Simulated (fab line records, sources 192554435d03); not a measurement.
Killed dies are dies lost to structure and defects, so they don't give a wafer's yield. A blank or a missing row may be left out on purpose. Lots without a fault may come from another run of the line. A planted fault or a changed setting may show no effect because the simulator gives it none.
A struck lot beside a sound one | flow n5_finfet | 36 steps out of a route of 1938
Sound: wafers L506.4, L506.5, L506.6. Struck: wafers L518.2, L518.5, L518.6. The cause comes at the end.
At each step with rows: each side's tool, then ch and its chambers, then its first start. Under that, the readings that differ: sound wafers | struck wafers | difference of the means | sigmas: that difference in standard deviations of wafers without a fault.
alike: readings whose means differ by less than 2 such deviations, and words and numbers that are the same on both sides. not compared: withheld readings, readings that some wafer has no value for, bounds like >300 that may hide the same value, and numbers for which the record gives no deviation and whose values overlap.
The two part at a step that has a row with sigmas, a row that says differs or no value, or rows on one side only. Numbers that don't overlap but have no deviation are shown without sigmas and don't part them. A reading that every wafer of one side lacks parts them only if that side has two wafers or more.

first, 9 steps without rows for these wafers: N5_STI_FIN_REVEAL_PRECLEAN_18 (cleans in SC2, time 45 s); N5_STI_FIN_REVEAL_SRD_28 (time 30 s); N5_DUMMY_GATE_PRECLEAN_00 (cleans in O3/DIW, time 60 s); N5_DUMMY_GATE_SRD_01 (time 30 s); N5_DUMMY_GATE_ALD_02 (deposits SiO2, target thk 2 nm, pulse time 1 s); N5_DUMMY_GATE_CVD_03 (deposits a-Si from SiH4, target thk 150 nm, time 8042 s); N5_DUMMY_GATE_PRECLEAN_46 (cleans in DIW, time 89.5 s); N5_DUMMY_GATE_SRD_47 (dry time 32 s); N5_DUMMY_GATE_CMP_04 (polishes a-Si).
N5_DUMMY_GATE_HM_DEP_06: deposits SiNx from DCS/NH3, target thk 80 nm, time 5141 s.
  sound on lpcvd-02 ch 1/104,1/109,1/114, day 2 18:30; struck on lpcvd-02 ch 0/45,0/59,0/64, day 5 20:20
  reading                                        | sound        | struck            | difference | sigmas
  model.SiNx_of_DUMMY_GATE_HM_DEP_06.thk_nm (nm) | 80.2 80.2 80 | 144.4 144.6 144.6 | +64.4      |
then, 24 steps without rows for these wafers: N5_DUMMY_GATE_PECVD_30 (deposits SiO2 from TEOS/O2, target thk 55 nm, time 10.8 s); N5_DUMMY_GATE_COAT_34 (time 60 s, resist thk 60 nm); N5_DUMMY_GATE_COAT_35 (time 60 s, resist thk 10 nm); N5_DUMMY_GATE_COAT_28 (time 60 s, resist thk 10 nm); N5_DUMMY_GATE_COAT_09 (resist thk 30 nm); N5_DUMMY_GATE_EBR_11; N5_DUMMY_GATE_SOFTBAKE_10 (time 60 s); N5_DUMMY_GATE_EXPOSE_12 (exposes mask GATE, target cd 25 nm); N5_DUMMY_GATE_PEB_13 (peb time 60 s); N5_DUMMY_GATE_DEVELOP_14 (develop time 30 s); N5_DUMMY_GATE_DESCUM_20 (chemistry O2, time 6.2 s); N5_DUMMY_GATE_ETCH_29 (etches underlayer in N2/H2, target depth 13 nm); N5_DUMMY_GATE_ETCH_36 (etches SiARC in CF4, target depth 13 nm); N5_DUMMY_GATE_ETCH_37 (etches SOC in N2/H2, target depth 60 nm, overetch 30 nm); N5_DUMMY_GATE_STRIP_38 (strips in N2/H2); N5_DUMMY_GATE_STRIP_39 (strips in N2/H2); N5_DUMMY_GATE_TRIM_49 (chemistry O2, time 29 s, target cd 14 nm); N5_DUMMY_GATE_STRIP_40 (strips in CF4); N5_DUMMY_GATE_ETCH_31 (etches SiO2 in C4F6/O2, target depth 82.5 nm, time 27.5 s); N5_DUMMY_GATE_STRIP_41 (strips in O2); N5_DUMMY_GATE_HM_OPEN_21 (chemistry CH3F/O2, target SiNx, target depth 120 nm, time 171.4 s); N5_DUMMY_GATE_ETCH_32 (etches SiO2 in CF4, target depth 3.5 nm, time 3.9 s); N5_DUMMY_GATE_ETCH_23 (etches poly-Si in HBr/Cl2/O2, target depth 41 nm, time 22.3 s); N5_DUMMY_GATE_ETCH_44 (etches poly-Si in HBr/O2, stops on SiO2, target depth 127.5 nm).
N5_ILD0_CMP_03: polishes, stops on SiNx, t overpolish 1.9 s, target thk 197.38 nm.
  sound on cmp-02 ch 0,1,2, day 3 13:31; struck on cmp-03 ch 0,1,2, day 6 16:53
  reading                                        | sound        | struck            | difference | sigmas
  model.SiNx_of_DUMMY_GATE_HM_DEP_06.thk_nm (nm) | 77.2 77.2 77 | 141.2 141.6 141.6 | +64.3      |
  alike: motor_current_A, overpolish_run_s, time_to_endpoint_s
  not compared: pad_life_wafers
-- the record jumps here: 4 days lie between the struck wafers' starts before and after (it left off in module ILD0 and takes up again in module BEOL_M4, whose first step shown is number 1111 of the route) --
N5_BEOL_M4_RC_MEAS_101:
  sound on prober-02 ch 0, day 8 01:53; struck on prober-02 ch 0, day 11 00:51
  alike: DIBL_N, DIBL_P, IOFF_N, IOFF_P, ION_N, ION_P, SS_N, SS_P, VT_N, VT_P

WHERE THEY PART
Nowhere in this record.

WHY: what the simulator had put in
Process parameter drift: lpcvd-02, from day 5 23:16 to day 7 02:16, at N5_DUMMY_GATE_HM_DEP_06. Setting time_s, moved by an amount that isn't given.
